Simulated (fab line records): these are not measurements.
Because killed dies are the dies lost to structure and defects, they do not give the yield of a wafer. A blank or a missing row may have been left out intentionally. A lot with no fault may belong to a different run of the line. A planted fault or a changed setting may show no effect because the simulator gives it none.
Struck lot and sound lot, side by side + flow nand-harc + 15 steps out of a route of 1302
Sound: these wafers, L804.1, L804.2, L804.3. Struck: wafer L807.1. (L807.2, L807.6 of the same lot were not struck and are left out.) The cause comes at the end.
At each step with rows: each side's tool, then ch and its chambers, then its first start. Under that, the readings that differ: sound wafers + struck wafers + difference of the means + sigmas: that difference in standard deviations of wafers without a fault.
alike: words and numbers the same on both sides, and readings whose means are apart by under 2 such deviations; not compared: readings that were withheld, readings missing a value for some wafer, numbers with overlapping values and no deviation given by the record, and bounds like >300 which may hide the same value.
A row with sigmas, a row that says differs or no value, or rows on one side alone: a step with any of these is where the two part. Numbers that don't overlap but have no deviation are shown without sigmas and don't part them. Lack of a reading on every wafer of one side parts them only where that side has two or more wafers.

NHARC_P_CONTACT_ETCH_35: etches the open film in CF4, target depth 39 nm, time 65 s.
  sound on rie-diel-11 ch 0,2,3, day 9 04:42; struck on rie-diel-11 ch 3, day 10 07:57
| reading                | sound       | struck | difference | sigmas |
|------------------------|-------------|--------|------------|--------|
| rf-hours-counter-h (h) | 3.6 3.2 2.8 | 4.8    | +1.6       |        |
  alike: drypump-motor-current-A, oes-product-au, rf-vpp-V, showerhead-plenum-p-Torr, throttle-valve-pct
NHARC_P_CONTACT_ETCH_36: etches the open film in N2/H2, target depth 260 nm, time 406.25 s.
  sound on rie-diel-11 ch 0,2,3; struck on rie-diel-11 ch 0
| reading                | sound       | struck | difference | sigmas |
|------------------------|-------------|--------|------------|--------|
| rf-hours-counter-h (h) | 2.8 3.3 3.7 | 4.0    | +0.7       |        |
  alike: drypump-motor-current-A, n2-flow-sccm, oes-product-au, rf-vpp-V, showerhead-plenum-p-Torr, throttle-valve-pct
NHARC_P_CONTACT_ETCH_18: etches the open film in C4F8/O2/Ar, target depth 481 nm, time 240.5 s.
  sound on rie-diel-11 ch 0,2,3; struck on rie-diel-11 ch 2
| reading                | sound       | struck | difference | sigmas |
|------------------------|-------------|--------|------------|--------|
| rf-hours-counter-h (h) | 3.1 3.9 3.5 | 4.5    | +1.0       |        |
  alike: oes-product-au, rf-vpp-V
then, 1 step without rows for these wafers: NHARC_P_CONTACT_STRIP_37 (strips in C4F8/O2/Ar).
NHARC_P_CONTACT_ETCH_31: etches the open film in CH3F/O2, target depth 30 nm, time 85.7 s.
  sound on rie-diel-11 ch 0,2,3; struck on rie-diel-11 ch 2
| reading                | sound       | struck | difference | sigmas |
|------------------------|-------------|--------|------------|--------|
| rf-hours-counter-h (h) | 3.2 3.6 4.0 | 4.6    | +1.0       |        |
  alike: drypump-motor-current-A, oes-product-au, rf-vpp-V, showerhead-plenum-p-Torr, throttle-valve-pct
NHARC_P_CONTACT_CD_MEAS_19:
  sound: cd-sem-02 at day 9 05:37; struck: cd-sem-01 at day 10 08:44
  alike: cd-nm
then, 5 steps without rows for these wafers: NHARC_P_CONTACT_STRIP_28 (strips in O2); NHARC_P_CONTACT_STRIP_29 (strips in post etch residue remover, time 1200 s); NHARC_P_CONTACT_DEGAS_38 (time 60 s); NHARC_P_CONTACT_PRE_CLEAN_39 (time 19.5 s); NHARC_P_CONTACT_PVD_32 (deposits Ti, target thk 5 nm, time 17.7 s).
NHARC_P_CONTACT_ALD_22: deposits TiN, target thk 3 nm, pulse time 1 s, ald cycles 150.
  sound on ald-metal-04 ch 0,2,3, day 9 06:35; struck on ald-metal-03 ch 0, day 10 09:41
  alike: heater-power-w, precursor-pulse-height-rel
NHARC_P_CONTACT_CVD_23: deposits W, target thk 200 nm, time 557 s.
  sound on cvd-w-01 ch 0,1, day 9 06:47; struck on cvd-w-01 ch 0, day 10 09:53
  alike: heater-power-w, throttle-valve-pct
NHARC_P_CONTACT_CMP_24: polishes, t overpolish 30 s, target thk 200 nm.
  sound on cmp-01 ch 0,1,3, day 9 07:26; struck on cmp-04 ch 3, day 10 10:35
| reading                | sound    | struck | difference | sigmas |
|------------------------|----------|--------|------------|--------|
| time-to-endpoint-s (s) | 36 44 36 | 58     | +19        | +5     |
  alike: edge-zone-pressure-frac, motor-current-A, overpolish-run-s
-- the record jumps here: 18 days lie between the struck wafers' starts before and after (it left off in module P_CONTACT and takes up again in module END, whose first step shown is number 1302 of the route) --
NHARC_END_SORT_01:
  only the struck wafers appear in the record here, on prober-01 ch 0 at day 28 17:29; the sound ones have no rows

WHERE THEY PART
At NHARC_P_CONTACT_CMP_24 first; at NHARC_END_SORT_01 last (within this record only).

WHY: what had been put in by the simulator
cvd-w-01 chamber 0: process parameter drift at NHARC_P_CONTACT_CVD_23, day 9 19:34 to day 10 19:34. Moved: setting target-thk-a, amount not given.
